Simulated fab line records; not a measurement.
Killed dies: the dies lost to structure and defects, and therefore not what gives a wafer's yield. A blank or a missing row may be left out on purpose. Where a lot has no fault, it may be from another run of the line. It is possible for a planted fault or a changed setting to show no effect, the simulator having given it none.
Which tool did it?	flow nand-harc	12 lots with 36 wafers sampled at 6 steps, on a route of 1302 steps

WHAT EACH GAUGE READ, for each wafer
NHARC_END_SORT_01.
lot	measured	on	killed-at-array	killed-at-other	killed-at-periphery	killed-dies	killed-open	killed-short
L690	day 29 21:53	prober-02	128 91 132	1 2 1	2 2 2	131 95 135	2 1 2	2 3 2
L692	day 30 00:23	prober-01	88 113 81	1 0 0	1 5 1	90 118 82	3 6 4	4 1 1

EACH LOT AND THE TOOL THAT RAN IT (in order: tool; ch and the chambers of the sampled wafers; start)
lot	NHARC_A_WL_FILL_ETCHBACK_05	NHARC_A_CONTACT_DESCUM_47	NHARC_A_CONTACT_ETCH_112	NHARC_A_CONTACT_ETCH_114	NHARC_A_CONTACT_ETCH_115
L680	rie-metal-01 ch 0,1, day 20 06:44	rie-diel-10 ch 1,2,3, day 21 04:46	har-cap-etch-03 ch 0,1, day 21 06:49	har-cap-etch-03 ch 0,1, day 21 07:10	har-cap-etch-03 ch 0,1, day 21 07:20
L681	rie-metal-01 ch 0,1, day 20 17:43	rie-diel-02 ch 0,1,2, day 22 03:01	har-cap-etch-03 ch 1, day 22 05:01	har-cap-etch-03 ch 1, day 22 05:22	har-cap-etch-03 ch 1, day 22 05:32
L685	rie-metal-02 ch 0,1, day 21 23:09	rie-diel-13 ch 2,3, day 23 02:33	har-cap-etch-01 ch 0,1, day 23 04:36	har-cap-etch-01 ch 0,1, day 23 04:56	har-cap-etch-01 ch 0,1, day 23 05:07
L686	rie-metal-01 ch 0,1, day 23 20:11	rie-diel-13 ch 0,1,3, day 24 19:37	har-cap-etch-02 ch 0,1, day 24 21:59	har-cap-etch-02 ch 0,1, day 24 22:20	har-cap-etch-02 ch 0,1, day 24 22:30
L690	rie-metal-01 ch 0,1, day 24 20:29	rie-diel-10 ch 0,1,3, day 25 22:11	har-cap-etch-02 ch 0,1, day 26 11:58	har-cap-etch-02 ch 0,1, day 26 12:18	har-cap-etch-02 ch 0,1, day 26 12:28
L692	rie-metal-01 ch 0,1, day 25 04:10	rie-diel-02 ch 1,2,3, day 26 09:25	har-cap-etch-02 ch 0,1, day 26 12:11	har-cap-etch-02 ch 0,1, day 26 12:31	har-cap-etch-02 ch 0,1, day 26 12:41
L694	rie-metal-03 ch 0,1, day 26 10:36	rie-diel-13 ch 0,1,3, day 27 11:11	har-cap-etch-02 ch 0,1, day 27 13:14	har-cap-etch-02 ch 0,1, day 27 13:35	har-cap-etch-02 ch 0,1, day 27 13:45
L696	rie-metal-02 ch 0,1, day 26 14:18	rie-diel-10 ch 1,2,3, day 27 11:31	har-cap-etch-03 ch 0, day 27 13:32	har-cap-etch-03 ch 0, day 27 13:53	har-cap-etch-03 ch 0, day 27 14:03
L693	rie-metal-03 ch 0,1, day 26 14:30	rie-diel-13 ch 2,3, day 27 14:19	har-cap-etch-01 ch 0,1, day 27 16:25	har-cap-etch-01 ch 0,1, day 27 16:45	har-cap-etch-01 ch 0,1, day 27 16:55
L695	rie-metal-02 ch 1, day 26 23:50	rie-diel-10 ch 0,3, day 28 00:10	har-cap-etch-01 ch 0,1, day 28 02:11	har-cap-etch-01 ch 0,1, day 28 02:32	har-cap-etch-01 ch 0,1, day 28 02:43
L701	rie-metal-03 ch 0,1, day 28 16:16	rie-diel-13 ch 0,1,3, day 29 18:16	har-cap-etch-01 ch 0,1, day 29 20:16	har-cap-etch-01 ch 0,1, day 29 20:36	har-cap-etch-01 ch 0,1, day 29 20:47
L702	rie-metal-01 ch 0,1, day 29 12:16	rie-diel-13 ch 0,3, day 30 13:03	har-cap-etch-02 ch 0,1, day 30 15:06	har-cap-etch-02 ch 0,1, day 30 15:26	har-cap-etch-02 ch 0,1, day 30 15:37
- NHARC_A_WL_FILL_ETCHBACK_05: etches the open film in Cl2/BCl3, target depth 22 nm, time 60 s.
- NHARC_A_CONTACT_DESCUM_47: chemistry O2, time 3 s.
- NHARC_A_CONTACT_ETCH_112: etches the open film in C4F8/O2/Ar, time 190 s, target depth 1850 nm.
- NHARC_A_CONTACT_ETCH_114: etches the open film in C4F8/O2/Ar, time 190 s, target depth 1850 nm.
- NHARC_A_CONTACT_ETCH_115: etches the open film in C4F8/O2/Ar, time 190 s, target depth 1850 nm.

AS READ BY THE TOOLS THEMSELVES (means over the sampled wafers that have a number; for cases with no such wafer, the mark the record gives instead)
NHARC_A_WL_FILL_ETCHBACK_05.
lot	tool	drypump-motor-current-A (A)	oes-product-au (a.u.)
L680	rie-metal-01	5.5	1.001
L681	rie-metal-01	5.2	0.988
L685	rie-metal-02	5.7	0.995
L686	rie-metal-01	5.5	0.986
L690	rie-metal-01	5.5	0.989
L692	rie-metal-01	5.2	0.989
L694	rie-metal-03	6.0	1.012
L696	rie-metal-02	5.7	0.992
L693	rie-metal-03	6.1	1.016
L695	rie-metal-02	5.6	0.995
L701	rie-metal-03	6.1	1.023
L702	rie-metal-01	5.2	1.006

NHARC_A_CONTACT_DESCUM_47.
lot	tool	drypump-motor-current-A (A)	o2-flow-sccm (sccm)	oes-product-au (a.u.)	rf-vpp-V (V)	showerhead-plenum-p-Torr (Torr)	throttle-valve-pct (%)
L680	rie-diel-10	6.1	200.0	0.999	57.8	1.96	11.318
L681	rie-diel-02	5.9	199.6	0.992	58.1	1.93	11.306
L685	rie-diel-13	5.4	200.3	0.996	58.3	1.95	11.305
L686	rie-diel-13	5.2	199.6	1.001	57.1	1.94	11.307
L690	rie-diel-10	6.2	199.8	0.996	58.5	1.91	11.313
L692	rie-diel-02	5.6	199.8	0.992	58.6	1.95	11.315
L694	rie-diel-13	5.2	199.5	0.998	57.0	1.93	11.306
L696	rie-diel-10	6.1	199.7	1.001	58.6	1.94	11.304
L693	rie-diel-13	5.1	199.8	0.994	58.7	1.86	11.309
L695	rie-diel-10	6.3	200.3	1.004	58.6	1.96	11.310
L701	rie-diel-13	5.2	199.7	0.993	57.7	1.93	11.314
L702	rie-diel-13	4.9	199.8	0.993	57.5	1.88	11.301

THE ANSWER, worked out from the rows above alone
Rule: what is usual is taken from the lots themselves. Put in order of their means at a reading, lots are off if they are a third of the lots or fewer, leave a main group of 4 or more, and stand apart from it by a gap of 3 or more times the standard deviation of the main group's means; of several such gaps the widest counts. The tables above print the reading to a certain number of digits; a main group whose means all agree to those digits is not used. A lot without any number at a reading at which 4 lots or more have one is off too. Where the step has rows for the other lots, those lots are counted as sound. First the gauges in route order, then the tools' own readings, where a lot's mean is used as printed above. At the first step where some lot is off, the reading lying furthest off is the one used; lots without a number count as furthest.
No lot is off on any of the readings shown, so nothing can be concluded from this.

WHAT WAS PUT IN BY THE SIMULATOR
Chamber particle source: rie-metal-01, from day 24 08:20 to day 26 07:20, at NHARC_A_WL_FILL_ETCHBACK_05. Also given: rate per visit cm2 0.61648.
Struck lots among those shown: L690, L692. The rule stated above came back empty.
